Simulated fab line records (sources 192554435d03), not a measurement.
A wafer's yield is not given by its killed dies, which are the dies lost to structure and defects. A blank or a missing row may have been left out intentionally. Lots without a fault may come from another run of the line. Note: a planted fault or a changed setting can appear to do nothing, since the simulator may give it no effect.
Lot-split experiment | flow n5_finfet | on a route of 1938 steps: 7 lots, 21 wafers read

== THE SPLIT ITSELF ==
At N5_MIM_TOP_LITHO_DEVELOP_07 (develop time 60 s), the setting develop_time_s was moved away from the recipe's 60 s on 4 of the 21 wafers read, by -19.3% to +21.1%. All remaining wafers had this setting at the recipe value.

== FROM THE SPLIT ON TO THE READING: in between, the file shows 1 step ==
- N5_MIM_TOP_LITHO_HARDBAKE_09: time 120 s

== THE READING ==
cd_nm, in nm, at N5_MIM_TOP_LITHO_CD_MEAS_08 (target cd 2000 nm). On this fab line, fault-free wafers typically give 2000.4 nm with a standard deviation of 1.4 nm.

wafer  | tool, chamber at the split | develop_time_s as run, s | against the recipe | cd_nm, nm | against lot-mates on the recipe
L076.2 | litho_track-02, 0          | 60                       | recipe             | 1998.6    | -
L076.3 | litho_track-02, 0          | 60                       | recipe             | 2000.7    | -
L076.6 | litho_track-02, 0          | 60                       | recipe             | 1999.9    | -
L077.1 | litho_track-01, 0          | 60                       | recipe             | 2002.3    | -
L077.3 | litho_track-01, 0          | 60                       | recipe             | 2002.4    | -
L077.5 | litho_track-01, 0          | 60                       | recipe             | 2002.9    | -
L090.2 | litho_track-02, 0          | 60                       | recipe             | 2000.2    | -
L090.3 | litho_track-02, 0          | 60                       | recipe             | 2000.4    | -
L090.6 | litho_track-02, 0          | 60                       | recipe             | 2003.0    | -
L089.1 | litho_track-02, 0          | 60                       | recipe             | 2001.8    | -
L089.4 | litho_track-02, 0          | 60                       | recipe             | 2002.1    | -
L089.5 | litho_track-02, 0          | 66.6                     | +11.0%             | 1998.6    | -3.3
L095.1 | litho_track-02, 0          | 60                       | recipe             | 1999.8    | -
L095.2 | litho_track-02, 0          | 60                       | recipe             | 2001.9    | -
L095.5 | litho_track-02, 0          | 60                       | recipe             | 2002.3    | -
L094.1 | litho_track-01, 0          | 60                       | recipe             | 2001.4    | -
L094.2 | litho_track-01, 0          | 72.67                    | +21.1%             | 1996.3    | -5.1
L094.3 | litho_track-01, 0          | 72.67                    | +21.1%             | 1997.7    | -3.7
L097.4 | litho_track-05, 0          | 60                       | recipe             | 1998.2    | -
L097.5 | litho_track-05, 0          | 60                       | recipe             | 1999.4    | -
L097.6 | litho_track-05, 0          | 48.42                    | -19.3%             | 2004.0    | +5.2

FIT RESULTS
A straight line over all 21 wafers: cd_nm changes by -0.182 nm for each +1% of develop_time_s; r = -0.74; the points scatter about the line by 1.4 nm.
The same after taking each lot's own level away (the mean of its wafers on the recipe; 21 wafers): -0.234 nm for each +1%; r = -0.91; scatter 0.87 nm.
According to that fit, moving develop_time_s by its largest amount changes the reading by 4.9 nm.
The span of the lots' own levels, 1998.80 to 2002.53 nm, comes to 2.7 times the standard deviation stated above.
So the lot-to-lot level blurs the effect unless lot-mates are compared.
Check: -4.8 nm against its lot-mates is what the line predicts for one of the wafers moved furthest among these (+21.1%) when that wafer is left out of the fit. Against them it came out at -5.1 nm.

== OTHER SPLITS ON THESE WAFERS ==
Other splits were also applied to these wafers ahead of the reading. Each is held against what the fit with the lots' levels taken away leaves over:
other split on the same wafers | wafers away from the commonest value | r with cd_nm (lot level and that fit taken away)
N5_BEOL_M14_EXPOSE_07 dose_mj  | 7                                    | +0.14
N5_BEOL_M15_ILD_DEP_00 time_s  | 6                                    | -0.03
N5_BEOL_M15_EXPOSE_07 dose_mj  | 7                                    | -0.11
N5_MIM_BOT_SPUTTER_00 time_s   | 6                                    | -0.02

== THE FILE'S OWN FIT ==
cd_nm changes by -0.243 nm for each +1% of develop_time_s, r = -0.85.
